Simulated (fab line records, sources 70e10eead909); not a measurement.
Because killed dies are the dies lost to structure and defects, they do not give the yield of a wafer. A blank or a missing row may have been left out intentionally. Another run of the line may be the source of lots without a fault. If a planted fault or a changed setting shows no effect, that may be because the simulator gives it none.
The tool behind it: which one? :: flow nand harc :: 11 lots, 33 wafers sampled, at 4 steps of a route of 1302

== WHAT THE GAUGES SHOWED, per wafer ==
NHARC_P_GATE_CD_MEAS_11: the cd target is 1640 nm. Usual: 1639.6 nm for cd nm, sd 1.4.
lot: L512
measured: day 3 16:20
on: cd sem-01
cd nm (nm): 1640.4 1641.5 1640.7
flag: 

lot: L513
measured: day 3 20:29
on: cd sem-01
cd nm (nm): 1640.6 1638.0 1639.5
flag: 

lot: L514
measured: day 4 04:38
on: cd sem-03
cd nm (nm): 1640.2 1637.7 1639.0
flag: 

lot: L515
measured: day 4 23:35
on: cd sem-03
cd nm (nm): 1637.0 1638.8 1636.1
flag: 

lot: L517
measured: day 5 08:14
on: cd sem-01
cd nm (nm): 1639.2 1638.7 1637.4
flag: 

lot: L518
measured: day 5 23:49
on: cd sem-03
cd nm (nm): 1638.5 1642.1 1639.1
flag: 

lot: L519
measured: day 6 14:35
on: cd sem-03
cd nm (nm): 1639.5 1638.3 1640.5
flag: 

lot: L522
measured: day 7 14:22
on: cd sem-01
cd nm (nm): 1638.7 1637.0 1640.0
flag: 

lot: L525
measured: day 8 20:58
on: cd sem-01
cd nm (nm): 1640.9 1641.4 1638.5
flag: 

lot: L534
measured: day 12 15:43
on: cd sem-01
cd nm (nm): 1639.5 1638.2 1639.4
flag: 

lot: L535
measured: day 12 22:16
on: cd sem-02
cd nm (nm): 1639.8 1638.8 1638.8
flag: 

NHARC_P_GATE_CD_MEAS_26: the cd target is 120 nm. Usual: 119.5 nm for cd nm, sd 0.79.
lot: L512
measured: day 4 06:13
on: cd sem-03
cd nm (nm): 119.6 118.8 118.7
flag: 

lot: L513
measured: day 4 10:23
on: cd sem-01
cd nm (nm): 120.8 121.5 121.3
flag: 

lot: L514
measured: day 4 19:49
on: cd sem-02
cd nm (nm): 120.2 120.4 119.6
flag: 

lot: L515
measured: day 5 16:21
on: cd sem-03
cd nm (nm): 118.4 119.7 119.3
flag: 

lot: L517
measured: day 5 23:04
on: cd sem-01
cd nm (nm): 120.6 119.1 119.0
flag: 

lot: L518
measured: day 6 13:50
on: cd sem-01
cd nm (nm): 119.0 119.4 120.1
flag: 

lot: L519
measured: day 7 05:32
on: cd sem-02
cd nm (nm): 120.8 121.3 120.7
flag: 

lot: L522
measured: day 8 08:56
on: cd sem-02
cd nm (nm): 120.3 119.2 119.3
flag: 

lot: L525
measured: day 9 10:48
on: cd sem-01
cd nm (nm): 117.0 115.9 116.7
flag: OFF

lot: L534
measured: day 13 05:26
on: cd sem-03
cd nm (nm): 119.1 119.4 119.1
flag: 

lot: L535
measured: day 13 12:25
on: cd sem-03
cd nm (nm): 120.5 118.7 119.4
flag: 

== WHAT TOOL EACH LOT RAN ON (gives the tool, then ch and the chambers of the sampled wafers, and finally the start) ==
lot: L512
NHARC_P_STI_ETCH_31: rie diel-09 ch 1,2,3, day 3 16:20 or earlier
NHARC_P_GATE_EXPOSE_23: arfi scanner-02 ch 0, day 4 06:04

lot: L513
NHARC_P_STI_ETCH_31: rie diel-09 ch 1,2, day 3 20:29 or earlier
NHARC_P_GATE_EXPOSE_23: arfi scanner-01 ch 0, day 4 10:14

lot: L514
NHARC_P_STI_ETCH_31: rie diel-09 ch 0,1, day 4 04:38 or earlier
NHARC_P_GATE_EXPOSE_23: arfi scanner-02 ch 0, day 4 19:40

lot: L515
NHARC_P_STI_ETCH_31: rie diel-04 ch 0,3, day 4 23:35 or earlier
NHARC_P_GATE_EXPOSE_23: arfi scanner-02 ch 0, day 5 16:13

lot: L517
NHARC_P_STI_ETCH_31: rie diel-04 ch 1,2,3, day 5 08:14 or earlier
NHARC_P_GATE_EXPOSE_23: arfi scanner-03 ch 0, day 5 22:56

lot: L518
NHARC_P_STI_ETCH_31: rie diel-09 ch 1,2,3, day 5 23:49 or earlier
NHARC_P_GATE_EXPOSE_23: arfi scanner-02 ch 0, day 6 13:41

lot: L519
NHARC_P_STI_ETCH_31: rie diel-04 ch 0,1,3, day 6 14:35 or earlier
NHARC_P_GATE_EXPOSE_23: arfi scanner-01 ch 0, day 7 05:24

lot: L522
NHARC_P_STI_ETCH_31: rie diel-04 ch 0,1,3, day 7 14:22 or earlier
NHARC_P_GATE_EXPOSE_23: arfi scanner-01 ch 0, day 8 08:47

lot: L525
NHARC_P_STI_ETCH_31: rie diel-04 ch 0,2,3, day 8 20:58 or earlier
NHARC_P_GATE_EXPOSE_23: arfi scanner-02 ch 0, day 9 10:40

lot: L534
NHARC_P_STI_ETCH_31: rie diel-09 ch 0,1,3, day 12 15:43 or earlier
NHARC_P_GATE_EXPOSE_23: arfi scanner-03 ch 0, day 13 05:18

lot: L535
NHARC_P_STI_ETCH_31: rie diel-09 ch 0,1,2, day 12 22:16 or earlier
NHARC_P_GATE_EXPOSE_23: arfi scanner-02 ch 0, day 13 12:16
- NHARC_P_STI_ETCH_31: etches the open film in CF4/CHF3, target depth 108.9 nm, time 54.5 s.
- NHARC_P_GATE_EXPOSE_23: exposes mask P GATE, target cd 120 nm.

== WHAT THE TOOLS THEMSELVES READ (means of the sampled wafers that have a number; where no wafer has one, the mark that the record gives instead) ==
NHARC_P_STI_ETCH_31. Usual: for bias w, 200.0 W with a standard deviation of 0.71; for drypump motor current A, 5.8 A with a standard deviation of 0.54; for mfc ar sccm, 0.006 sccm with a standard deviation of 0.0074; for oes product au, 0.964 a.u. with a standard deviation of 0.017; for rf vpp V, 371.1 V with a standard deviation of 2.2; for showerhead plenum p Torr, 1.59 Torr with a standard deviation of 0.061; for throttle valve pct, 16.803 % with a standard deviation of 0.0097.
lot: L512
tool: rie diel-09
bias w (W): 199.8
drypump motor current A (A): 6.3
mfc ar sccm (sccm): 0.006
oes product au (a.u.): 0.924
rf vpp V (V): 372.2
showerhead plenum p Torr (Torr): 1.63
throttle valve pct (%): 16.792
flag: 

lot: L513
tool: rie diel-09
bias w (W): 199.7
drypump motor current A (A): 5.9
mfc ar sccm (sccm): 0.000
oes product au (a.u.): 0.948
rf vpp V (V): 373.4
showerhead plenum p Torr (Torr): 1.67
throttle valve pct (%): 16.805
flag: 

lot: L514
tool: rie diel-09
bias w (W): 200.7
drypump motor current A (A): 6.1
mfc ar sccm (sccm): 0.007
oes product au (a.u.): 0.971
rf vpp V (V): 372.6
showerhead plenum p Torr (Torr): 1.62
throttle valve pct (%): 16.807
flag: 

lot: L515
tool: rie diel-04
bias w (W): 199.6
drypump motor current A (A): 4.9
mfc ar sccm (sccm): 0.000
oes product au (a.u.): 0.978
rf vpp V (V): 369.1
showerhead plenum p Torr (Torr): 1.54
throttle valve pct (%): 16.795
flag: 

lot: L517
tool: rie diel-04
bias w (W): 199.6
drypump motor current A (A): 5.5
mfc ar sccm (sccm): 0.009
oes product au (a.u.): 0.969
rf vpp V (V): 367.7
showerhead plenum p Torr (Torr): 1.52
throttle valve pct (%): 16.803
flag: 

lot: L518
tool: rie diel-09
bias w (W): 200.4
drypump motor current A (A): 6.2
mfc ar sccm (sccm): 0.006
oes product au (a.u.): 0.961
rf vpp V (V): 372.2
showerhead plenum p Torr (Torr): 1.63
throttle valve pct (%): 16.797
flag: 

lot: L519
tool: rie diel-04
bias w (W): 199.7
drypump motor current A (A): 5.3
mfc ar sccm (sccm): 0.003
oes product au (a.u.): 0.962
rf vpp V (V): 369.3
showerhead plenum p Torr (Torr): 1.55
throttle valve pct (%): 16.799
flag: 

lot: L522
tool: rie diel-04
bias w (W): 201.0
drypump motor current A (A): 5.3
mfc ar sccm (sccm): 0.003
oes product au (a.u.): 0.973
rf vpp V (V): 369.1
showerhead plenum p Torr (Torr): 1.55
throttle valve pct (%): 16.807
flag: 

lot: L525
tool: rie diel-04
bias w (W): 200.1
drypump motor current A (A): 5.2
mfc ar sccm (sccm): 0.006
oes product au (a.u.): 0.966
rf vpp V (V): 369.8
showerhead plenum p Torr (Torr): 1.54
throttle valve pct (%): 16.803
flag: 

lot: L534
tool: rie diel-09
bias w (W): 200.2
drypump motor current A (A): 6.3
mfc ar sccm (sccm): 0.009
oes product au (a.u.): 0.967
rf vpp V (V): 370.9
showerhead plenum p Torr (Torr): 1.60
throttle valve pct (%): 16.803
flag: 

lot: L535
tool: rie diel-09
bias w (W): 199.4
drypump motor current A (A): 6.0
mfc ar sccm (sccm): 0.004
oes product au (a.u.): 0.958
rf vpp V (V): 372.8
showerhead plenum p Torr (Torr): 1.64
throttle valve pct (%): 16.803
flag: 

NHARC_P_GATE_EXPOSE_23. Usual: 93.91 for exposure dose mJ cm2, sd 0.098.
lot: L512
tool: arfi scanner-02
exposure dose mJ cm2: 93.89
flag: 

lot: L513
tool: arfi scanner-01
exposure dose mJ cm2: 93.98
flag: 

lot: L514
tool: arfi scanner-02
exposure dose mJ cm2: 93.82
flag: 

lot: L515
tool: arfi scanner-02
exposure dose mJ cm2: 93.78
flag: 

lot: L517
tool: arfi scanner-03
exposure dose mJ cm2: 93.94
flag: 

lot: L518
tool: arfi scanner-02
exposure dose mJ cm2: 93.92
flag: 

lot: L519
tool: arfi scanner-01
exposure dose mJ cm2: 93.89
flag: 

lot: L522
tool: arfi scanner-01
exposure dose mJ cm2: 94.01
flag: 

lot: L525
tool: arfi scanner-02
exposure dose mJ cm2: 93.90
flag: 

lot: L534
tool: arfi scanner-03
exposure dose mJ cm2: 93.96
flag: 

lot: L535
tool: arfi scanner-02
exposure dose mJ cm2: 93.78
flag: 

== THE ANSWER, worked out from the rows above alone ==
Rule: lot off if the mean of its wafers having a number is beyond 3 standard deviations from the usual mean. A lot without any number at a reading at which 4 lots or more have one is off too. The other lots that the step has rows for count as sound. After the gauges, taken in route order, come the tools' own readings; for these a lot's mean is taken, as printed above. At the first step where some lot is off, the reading lying furthest off is the one used; lots without a number count as furthest.
Off at NHARC_P_GATE_CD_MEAS_26 (cd nm): L525.
A tool fits if, at a process step before that reading, it ran every lot that is off, and no sound lot after the first of them. The gauges at NHARC_P_GATE_CD_MEAS_26 are tried like those tools. NHARC_P_STI_ETCH_31: start missing for some lots; hours and lot order therefore follow NHARC_P_GATE_CD_MEAS_11. Can't be told from this: 2 tools fit, rie diel-04 at NHARC_P_STI_ETCH_31, cd sem-01 at NHARC_P_GATE_CD_MEAS_26.

== WHAT WAS PUT IN BY THE SIMULATOR ==
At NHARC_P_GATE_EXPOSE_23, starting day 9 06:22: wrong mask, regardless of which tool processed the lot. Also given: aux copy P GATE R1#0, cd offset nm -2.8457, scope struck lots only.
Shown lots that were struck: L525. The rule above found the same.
